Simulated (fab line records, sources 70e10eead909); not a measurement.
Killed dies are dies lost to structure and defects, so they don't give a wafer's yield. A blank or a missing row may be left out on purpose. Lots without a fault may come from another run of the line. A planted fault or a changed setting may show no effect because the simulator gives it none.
fab line records | flow nand_harc
record lots=14 wafers=40 last_day=33
route steps=1302 shown P_M2@341 A_M1@1195 THIN_TSV@1264 END@1302
lots that met no fault: from a run of the same line without faults
start_h: hours from the record's first day to the start of the lot's first wafer shown | wait_h: hours since the lot's step before | " the same as in the row above | L1.1+2: a row that stands for several wafers | - no value, or no start given | * or withheld: withheld | < > ~ a bound
route shown NAME@n: a module of which the file shows steps, and the number in the route of the first | usual: mean/standard deviation of fault-free wafers | same: alike in all rows | chamber/n: place in a boat | sites: the reading at each site | _std_site: their standard deviation | _edge_site: outer sites' mean less inner sites' | radius_mm: how far each site lies from the wafer's centre | mask NAME#n: copy n | behind: the tool/chamber that last shaped the wafer | hold: why the lot was held/for how many hours/how that ended | device: the transistor (n, p or np) that didn't switch | end of line: the same wafers' tests at the end of the route | a step without rows: its recipe alone | killed: dies lost to structure and defects at the first sort, not the wafer's yield | map: a wafer's dies, x killed, . not, _ none there
set.NAME: the setting as run; set.NAME@STEP: as run at that earlier step | model.NAME: the simulator's own value behind a step, which no gauge read
steps of the route over a sample of lots; a table a step, a row a wafer
services: from which hour (start_h, from the record's first day; less than 0 if before it) a tool's chamber was out of use, for how many hours, and why
## steps
# step NHARC_P_M2_PVD_21
# recipe target_thk_a=300 chamber_pressure_pa=5 power_w=5000 substrate_temp_c=30 time_s=20.49 material=Cu
# usual throttle_valve_pct=29.9/1.2
# columns lot.wafer tool chamber start_h wait_h throttle_valve_pct
L518.2 pvd_sputter-01 - 147.20 - 30.1
L518.6 " - " " 30.0
L518.5 " - " " 31.8
L519.2 pvd_sputter-03 - 160.36 - 30.7
L519.5 " - " " 28.7
L519.6 " - " " 29.7
L520.2 pvd_sputter-03 - 167.71 - 29.4
L520.4 " - " " 30.2
L520.6 " - " " 29.7
L522.1 pvd_sputter-02 - 180.01 - 29.0
L522.3 " - " " 27.8
L522.2 " - " " 28.8
L524.2 pvd_sputter-03 - 206.70 - 29.0
L524.3 " - " " 31.0
L524.5 " - " " 30.1
L526.4 pvd_sputter-03 - 229.70 - 30.0
L526.2 " - " " 29.5
L526.5 " - " " 31.4
L527.3 pvd_sputter-03 - 233.05 - 29.7
L527.1 " - " " 28.9
L527.6 " - " " 29.4
L528.4 pvd_sputter-02 - 245.92 - 27.8
L528.1 " - " " 28.8
L528.2 " - " " 28.8
L530.1 pvd_sputter-03 - 271.16 - 31.4
L530.4 " - " " 30.0
L530.6 " - " " 31.0
L532.1 pvd_sputter-01 - 289.40 - 29.3
L532.3 " - " " 30.5
L532.6 " - " " 31.7
L534.2 pvd_sputter-03 - 309.92 - 29.7
L534.1 " - " " 31.3
L537.3 pvd_sputter-03 - 347.33 - 30.1
L537.1 " - " " 29.4
L539.2 pvd_sputter-01 - 348.96 - 29.2
L539.4 " - " " 31.6
L539.3 " - " " 31.9
L540.1 pvd_sputter-02 - 361.45 - 27.6
L540.2 " - " " 28.5
L540.5 " - " " 27.6
# step NHARC_A_M1_CMP_23
# recipe t_overpolish_s=20 target_thk_nm=154.34
# usual motor_current_A=12.5/1.4 slurry_filter_dp_kPa=13.51/0.15 time_to_endpoint_s=30/3.3
# columns lot.wafer tool chamber start_h wait_h motor_current_A slurry_filter_dp_kPa time_to_endpoint_s
L519.2 cmp-03 0 540.75 - 13.2 13.49 28
L519.5 " 2 " " 13.1 13.46 31
L519.6 " 3 " " 11.0 13.26 28
L518.2 cmp-03 2 549.70 - 13.1 13.17 28
L518.5 " 2 " " 13.1 13.48 30
L518.6 " 3 " " 10.8 13.78 27
L520.2 cmp-03 3 566.79 - 10.6 13.43 29
L520.4 " 1 " " 14.0 13.58 36
L520.6 " 3 " " 10.6 13.64 29
L522.2 cmp-03 1 572.86 - 14.7 13.70 34
L522.1 " 2 " " 13.9 13.60 29
L522.3 " 3 " " 10.5 13.32 27
L524.3 cmp-02 3 591.39 - 12.0 13.52 30
L524.2 " 1 " " 13.7 13.43 33
L524.5 " 2 " " 11.0 13.66 29
L526.4 cmp-04 1 624.08 - 13.0 13.78 35
L526.2 " 3 " " 13.5 13.58 35
L526.5 " 1 " " 12.9 13.53 38
L527.3 cmp-03 3 635.50 - 10.5 13.65 26
L527.1 " 1 " " 14.7 13.74 35
L527.6 " 3 " " 10.3 13.61 27
L528.1 cmp-04 3 649.12 - 13.8 13.27 29
L528.2 " 0 " " 10.0 13.51 24
L528.4 " 1 " " 13.4 13.43 31
L530.4 cmp-03 1 668.89 - 13.9 13.44 37
L530.1 " 2 " " 12.2 13.31 30
L530.6 " 1 " " 14.7 13.50 39
L532.1 cmp-03 2 676.42 - 12.6 13.67 30
L532.3 " 0 " " 13.5 13.58 31
L532.6 " 2 " " 13.7 13.38 30
L534.1 cmp-04 2 723.86 - 12.4 13.48 26
L537.3 cmp-03 2 734.38 - 12.5 13.70 28
L539.2 cmp-03 1 740.59 - 14.4 13.56 38
L539.4 " 2 " " 12.3 13.67 30
L539.3 " 3 " " 10.8 13.27 32
L540.2 cmp-02 0 753.56 - 10.4 13.44 27
L540.1 " 2 " " 10.8 13.33 33
L540.5 " 3 " " 11.5 13.46 28
# step NHARC_THIN_TSV_CD_MEAS_16
# usual cd_nm=1002.0/2.3
# columns lot.wafer tool chamber start_h wait_h cd_nm
L519.2 cd_sem-02 - 563.09 0.1 1004.3
L519.5 " - " " 1003.7
L519.6 " - " " 1006.2
L518.2 cd_sem-01 - 569.08 0.1 1001.9
L518.5 " - " " 1004.4
L518.6 " - " " 1000.2
L520.2 cd_sem-02 - 588.27 0.1 998.3
L520.4 " - " " 999.2
L520.6 " - " " 1000.0
L522.1 cd_sem-02 - 593.88 0.1 1003.8
L522.2 " - " " 1001.7
L522.3 " - " " 999.4
L524.2 cd_sem-03 - 610.24 0.1 999.2
L524.3 " - " " 1001.7
L524.5 " - " " 1001.5
L526.2 cd_sem-02 - 642.47 0.1 1002.7
L526.4 " - " " 1003.2
L526.5 " - " " 1002.1
L527.1 cd_sem-01 - 653.76 0.1 998.1
L527.3 " - " " 997.1
L527.6 " - " " 1002.4
L528.1 cd_sem-03 - 664.25 0.1 1002.9
L528.2 " - " " 1002.6
L528.4 " - " " 1000.4
L530.1 cd_sem-02 - 689.79 0.1 1001.4
L530.4 " - " " 997.3
L530.6 " - " " 999.0
L532.1 cd_sem-01 - 694.81 0.1 1002.8
L532.3 " - " " 1003.4
L532.6 " - " " 1004.8
L534.1 cd_sem-01 - 747.55 0.1 1002.9
L537.3 cd_sem-01 - 758.05 0.1 1005.2
L539.2 cd_sem-02 - 760.49 0.1 1003.3
L539.3 " - " " 999.6
L539.4 " - " " 1002.9
L540.1 cd_sem-01 - 771.83 0.1 1001.8
L540.2 " - " " 1006.2
L540.5 " - " " 1003.9
# step NHARC_THIN_TSV_PVD_51
# recipe target_thk_a=1000 chamber_pressure_pa=5 material=Cu
# usual throttle_valve_pct=29.9/1.1
# columns lot.wafer tool chamber start_h wait_h throttle_valve_pct
L519.2 pvd_sputter-02 - - - 29.8
L519.5 " - " " 29.9
L519.6 " - " " 28.2
L518.2 pvd_sputter-01 - - - 31.9
L518.6 " - " " 30.6
L518.5 " - " " 31.4
L520.2 pvd_sputter-02 - - - 28.4
L520.4 " - " " 29.7
L520.6 " - " " 29.6
L522.2 pvd_sputter-01 - - - 30.2
L522.1 " - " " 30.6
L522.3 " - " " 31.8
L524.3 pvd_sputter-03 - - - 29.3
L524.2 " - " " 29.2
L524.5 " - " " 29.5
L526.4 pvd_sputter-01 - - - 30.3
L526.2 " - " " 30.2
L526.5 " - " " 30.3
L527.3 pvd_sputter-02 - - - 28.3
L527.1 " - " " 28.1
L527.6 " - " " 29.6
L528.2 pvd_sputter-01 - 666.59 0.1 30.3
L528.1 " - " " 31.9
L528.4 " - " " 30.1
L530.4 pvd_sputter-01 - - - 31.8
L530.1 " - " " 31.7
L530.6 " - " " 29.9
L532.1 pvd_sputter-02 - - - 28.3
L532.3 " - " " 28.5
L532.6 " - " " 29.9
L534.1 pvd_sputter-01 - - - 30.3
L537.3 pvd_sputter-03 - - - 30.4
L539.4 pvd_sputter-02 - - - 29.6
L539.3 " - " " 28.1
L539.2 " - " " 28.3
L540.2 pvd_sputter-02 - - - 28.6
L540.1 " - " " 28.0
L540.5 " - " " 29.6
# step NHARC_END_SORT_01
# recipe temp_c=25
# usual defect_limited_yield=90/3.4 killed_at_array=61/24 killed_at_other=1.2/1.3 killed_at_periphery=3.7/2.6 killed_dies=66/23 killed_open=3.3/1.8 killed_short=2.4/1.6
# same gross_dies=677
# columns lot.wafer tool chamber start_h wait_h defect_limited_yield[%] killed_at_array killed_at_other killed_at_periphery killed_dies killed_open killed_short
L534.1 prober-01 0 761.47 2.5 92 48 1 4 53 5 1
L534.2 prober-01 0 762.27 2.8 0 56 0 621 677 4 5
L537.1 prober-02 0 772.39 2.5 0 88 0 589 677 3 1
L537.3 prober-02 0 773.98 3.1 88 80 2 2 84 4 0
# killed by level:class
L534.1 A_SLIT:chamber_film_flake=25 A_CHANNEL_HOLE_D1:chamber_film_flake=11 A_CHANNEL_HOLE_D2:geometric_particle:open=2 P_STI:chamber_film_flake=2 A_DECK1_JOINT:chamber_film_flake=2 A_CONTACT:chamber_film_flake=2 A_ONON_D1:geometric_particle:open=1 A_CONTACT:geometric_particle:open=1
L534.2 P_M2:area_pvd=618 A_SLIT:chamber_film_flake=28 A_CHANNEL_HOLE_D1:chamber_film_flake=14 A_CONTACT:chamber_film_flake=4 A_DECK1_JOINT:geometric_particle:short=2 A_ONON_D1:geometric_particle:short=1 A_CHANNEL_HOLE_D2:geometric_particle:short=1 A_CHANNEL_HOLE_D2:geometric_particle:open=1
L537.1 P_M2:area_pvd=586 A_SLIT:chamber_film_flake=26 A_CHANNEL_HOLE_D2:chamber_film_flake=23 A_CHANNEL_HOLE_D1:chamber_film_flake=18 A_STAIRCASE:chamber_film_flake=8 A_CONTACT:chamber_film_flake=6 A_ZERO_WELL:chamber_film_flake=3 P_CONTACT:geometric_particle:open=1
L537.3 A_SLIT:chamber_film_flake=29 A_CHANNEL_HOLE_D2:chamber_film_flake=26 A_CHANNEL_HOLE_D1:chamber_film_flake=12 A_CONTACT:chamber_film_flake=7 A_STAIRCASE:chamber_film_flake=3 A_WL_FILL:geometric_particle:open=2 P_M2:geometric_particle:open=1 A_CHANNEL_FILL_D1:geometric_particle:open=1
## services
# columns tool chamber start_h hours kind
pvd_sputter-01 - 134.84 7.9 repair
pvd_sputter-03 - 143.54 5.3 repair
cmp-03 - 162.14 4.0 pm
pvd_sputter-03 - 170.03 10.0 pm
pvd_sputter-03 - 223.56 3.3 repair
pvd_sputter-01 - 226.02 10.0 pm
cmp-03 - 235.87 3.0 repair
cmp-03 - 260.14 4.0 pm
pvd_sputter-02 - 282.00 10.0 pm
pvd_sputter-02 - 320.24 2.9 repair
pvd_sputter-01 - 342.37 5.3 repair
pvd_sputter-03 - 348.03 10.0 pm
cmp-03 - 358.14 4.0 pm
pvd_sputter-03 - 363.26 1.7 repair
cmp-03 - 399.69 7.1 repair
pvd_sputter-03 - 425.40 0.6 repair
pvd_sputter-02 - 460.00 10.0 pm
pvd_sputter-03 - 526.03 10.0 pm
pvd_sputter-02 - 549.35 4.2 repair
pvd_sputter-03 - 556.62 3.0 repair
pvd_sputter-02 - 566.96 0.5 repair
pvd_sputter-02 - 601.48 8.7 repair
pvd_sputter-02 - 638.00 10.0 pm
pvd_sputter-03 - 704.03 10.0 pm
## key
first_sign step=NHARC_END_SORT_01 reading=killed_at_periphery direction=up sigmas=99+ usual=3.7 struck=605
effect step=NHARC_END_SORT_01 reading=defect_limited_yield direction=down sigmas=27 usual=90 struck=0
more_kills_born_at NHARC_P_M2_PVD_21@pvd_sputter-03=1204
met_at NHARC_P_M2_PVD_21
struck_lots L534,L537
struck_wafers L534.2,L537.1
later_rows_left_out L534.2,L537.1
not_acting_at NHARC_A_M1_CMP_23,NHARC_THIN_TSV_CD_MEAS_16,NHARC_THIN_TSV_PVD_51
onset_between 233.05 309.92
fault kind=process_parameter_drift tool=pvd_sputter-03 chamber=- onset_h=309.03 steps=NHARC_P_M2_PVD_21 channel=target_thk_a offset=* shape=step acts_in=* stated=* scope=struck_wafers_only
# later_rows_left_out: the simulator's readings of these wafers behind a module that went badly wrong aren't trusted and aren't shown, but for the sort
